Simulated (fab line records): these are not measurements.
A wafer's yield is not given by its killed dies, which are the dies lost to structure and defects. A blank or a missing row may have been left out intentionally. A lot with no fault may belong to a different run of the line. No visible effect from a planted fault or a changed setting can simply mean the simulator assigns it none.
Comparing a struck lot with a sound one	flow n5-finfet	25 steps out of a route of 1938
Sound: the wafers L296.1, L296.2, L296.4. The struck wafers were L293.2, L293.3, L293.6. The cause is given at the end.
Order at every step that has rows: each side's tool, ch and its chambers, its first start. Under that, the readings that differ: sound wafers	struck wafers	difference of the means	sigmas: that difference in standard deviations of wafers without a fault.
alike: words and numbers the same on both sides, and readings whose means are apart by under 2 such deviations; not compared: readings that were withheld, readings missing a value for some wafer, numbers with overlapping values and no deviation given by the record, and bounds like >300 which may hide the same value.
The two part at a step that has a row with sigmas, a row that says differs or no value, or rows on one side only. When numbers do not overlap yet have no deviation, they are printed without sigmas and do not part them. A reading that every wafer of one side lacks parts them only if that side has two wafers or more.

first, 11 steps without rows for these wafers: N5_MOL_CONTACT_COAG_STRIP_93 (strips in N2/H2); N5_MOL_CONTACT_COAG_ETCHBACK_135 (etches SiO2 in CHF3, target depth 25 nm, time 16.7 s); N5_MOL_CONTACT_COAG_STRIP_118 (strips in CHF3); N5_MOL_CONTACT_COAG_VIA_ETCH_46 (etches SiO2 in C4F6/O2, target depth 46 nm, overetch 9.2 nm, time 40 s); N5_MOL_CONTACT_COAG_STRIP_96 (strips in N2/H2); N5_MOL_CONTACT_COAG_ETCH_47 (etches SiNx in CH3F/O2, stops on W, target depth 27 nm); N5_MOL_CONTACT_COAG_STRIP_119 (strips in N2/H2, time 30 s); N5_MOL_CONTACT_COAG_PRECLEAN_144 (cleans in alkaline clean, time 60 s); N5_MOL_CONTACT_COAG_SRD_145 (time 30 s); N5_MOL_CONTACT_COAG_COAT_62 (time 60 s, resist thk 60 nm); N5_MOL_CONTACT_COAG_COAT_63 (time 60 s, resist thk 10 nm).
N5_MOL_CONTACT_COAG_COAT_64: time 60 s, resist thk 10 nm.
  sound on litho-track-04 ch 0, day 10 23:51; struck on litho-track-01 ch 0, day 10 02:40
reading	sound	struck	difference	sigmas
exhaust-pa (Pa)	43.7 43.7 43.5	44.0 45.6 46.3	+1.7	+2
spin-speed-rpm (rpm)	1500.0 1499.9 1499.8	1591.3 1591.3 1592.1	+91.7	+95
then, 7 steps without rows for these wafers: N5_MOL_CONTACT_COAG_COAT_34 (resist thk 40 nm); N5_MOL_CONTACT_COAG_EBR_36; N5_MOL_CONTACT_COAG_SOFTBAKE_35 (time 60 s); N5_MOL_CONTACT_COAG_EXPOSE_37 (exposes mask VD, defocus 0 nm); N5_MOL_CONTACT_COAG_PEB_38 (peb time 60 s); N5_MOL_CONTACT_COAG_DEVELOP_39 (develop time 30 s); N5_MOL_CONTACT_COAG_DESCUM_45 (chemistry O2, time 7 s).
N5_MOL_CONTACT_COAG_ETCH_65: etches underlayer in N2/H2, target depth 13 nm, time 10.4 s.
  sound on rie-diel-01 ch 0,1,2, day 11 00:25; struck on rie-diel-01 ch 0,1,2, day 10 03:14
reading	sound	struck	difference	sigmas
model.etch.depth-nm (nm)	10.02 10.03 10.03	9.714 9.745 9.736	-0.295	
  alike: drypump-motor-current-A, etch-rf-on-time-s, oes-product-au, rf-vpp-V, showerhead-plenum-p-Torr, throttle-valve-pct
  not compared: rf-hours-counter-h, model.CAR-EUV_of_MOL_CONTACT_COAG_COAT_34.thk-nm
then, 2 steps without rows for these wafers: N5_MOL_CONTACT_COAG_ETCH_66 (etches SiARC in CF4, target depth 13 nm, time 21.7 s); N5_MOL_CONTACT_COAG_ALD_133 (deposits SiO2, target thk 5 nm, pulse time 1 s, co reactant pulse time 1 s).
N5_MOL_CONTACT_COAG_ETCHBACK_134: etches SiO2 in CHF3, target depth 10 nm, time 6.7 s.
  sound on rie-diel-01 ch 1,2,3, day 11 01:11; struck on rie-diel-02 ch 2,3, day 10 03:31
  alike: drypump-motor-current-A, mfc-ar-sccm, oes-product-au, rf-vpp-V, showerhead-plenum-p-Torr, throttle-valve-pct
  not compared: rf-hours-counter-h, model.CAR-EUV_of_MOL_CONTACT_COAG_COAT_34.thk-nm
then, 1 step without rows for these wafers: N5_MOL_CONTACT_COAG_ETCH_67 (etches SOC in N2/H2, target depth 60 nm, overetch 21 nm, time 101.2 s).
-- record jumps: 3 days separate the struck wafers' starts on either side; left off in module MOL_CONTACT_COAG, taken up again in module BEOL_M4, whose first shown step is the route's number 1111 --
N5_BEOL_M4_RC_MEAS_101:
  sound on prober-01 ch 0, day 13 21:28; struck on prober-01 ch 0, day 13 14:33
  alike: DIBL_N, DIBL_P, IOFF_N, IOFF_P, ION_N, ION_P, SS_N, SS_P, VT_N, VT_P

== WHERE THEY PART ==
N5_MOL_CONTACT_COAG_COAT_64 only, going by this record. Later steps at which nothing parts them and some readings are alike: N5_MOL_CONTACT_COAG_ETCH_65, N5_MOL_CONTACT_COAG_ETCHBACK_134, N5_BEOL_M4_RC_MEAS_101.

WHY: what the simulator had put in
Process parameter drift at N5_MOL_CONTACT_COAG_COAT_64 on litho-track-01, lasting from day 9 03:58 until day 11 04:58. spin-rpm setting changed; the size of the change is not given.
